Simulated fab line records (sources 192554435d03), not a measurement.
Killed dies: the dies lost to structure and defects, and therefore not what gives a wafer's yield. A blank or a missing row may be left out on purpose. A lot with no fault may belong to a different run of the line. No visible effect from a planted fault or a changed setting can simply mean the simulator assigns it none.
Matching of chambers / flow n5 finfet / N5_BEOL_M3_CMP_52 on cmp-01 has 4 sister chambers
The step polishes, stops on SiOC, t overpolish 6.8 s, target thk 40 nm. 8 wafers are shown with their chamber, then 9 later ones without.

== WAFERS, EACH WITH ITS CHAMBER ==
wafer=L080.2; chamber=3; motor current A (A)=6.2; time to endpoint s (s)=58
wafer=L086.3; chamber=0; motor current A (A)=5.6; time to endpoint s (s)=59
wafer=L086.4; chamber=2; motor current A (A)=6.0; time to endpoint s (s)=66
wafer=L089.1; chamber=0; motor current A (A)=5.5; time to endpoint s (s)=63
wafer=L089.6; chamber=2; motor current A (A)=5.6; time to endpoint s (s)=69
wafer=L092.1; chamber=3; motor current A (A)=6.0; time to endpoint s (s)=62
wafer=L092.2; chamber=1; motor current A (A)=5.6; time to endpoint s (s)=58
wafer=L092.5; chamber=1; motor current A (A)=5.5; time to endpoint s (s)=59

== WAFERS WHOSE CHAMBER IS MISSING ==
wafer=L094.2; motor current A (A)=5.6; time to endpoint s (s)=63
wafer=L094.5; motor current A (A)=5.6; time to endpoint s (s)=62
wafer=L094.6; motor current A (A)=5.6; time to endpoint s (s)=57
wafer=L093.2; motor current A (A)=5.8; time to endpoint s (s)=66
wafer=L093.4; motor current A (A)=5.7; time to endpoint s (s)=64
wafer=L093.6; motor current A (A)=5.6; time to endpoint s (s)=62
wafer=L096.1; motor current A (A)=5.6; time to endpoint s (s)=64
wafer=L096.2; motor current A (A)=6.3; time to endpoint s (s)=63
wafer=L096.3; motor current A (A)=5.8; time to endpoint s (s)=68

== CHAMBER TAKEN BY EACH ==
wafer=L094.2; from the rows above=can't be placed: 0 or 1 or 2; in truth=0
wafer=L094.5; from the rows above=can't be placed: 0 or 1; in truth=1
wafer=L094.6; from the rows above=can't be placed: 1 or 0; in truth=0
wafer=L093.2; from the rows above=can't be placed: 2 or 0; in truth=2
wafer=L093.4; from the rows above=can't be placed: 0 or 2 or 1 or 3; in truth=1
wafer=L093.6; from the rows above=can't be placed: 0 or 1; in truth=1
wafer=L096.1; from the rows above=can't be placed: 0 or 2 or 1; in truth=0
wafer=L096.2; from the rows above=can't be placed: 3 or 2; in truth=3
wafer=L096.3; from the rows above=2; in truth=2
Correctly placed: 1 of 9. From these rows, 8 cannot be placed; in 8 the true chamber is one of the candidates. 0 placed wrongly.
How it was worked out, from the rows above alone: a wafer's distance from a chamber is the root of the sum, over the readings, of the square of ((its reading less the chamber's mean) divided by the reading's scatter). If the next closest chamber is less than 2 further off than the closest, the wafer can't be placed; otherwise it belongs to the closest. The mean given for a chamber averages the wafers shown for that chamber. How the scatter is found: for the shown wafers, subtract from each reading the mean of its chamber, square and add these, divide the total by (wafers less chambers), then take the root.
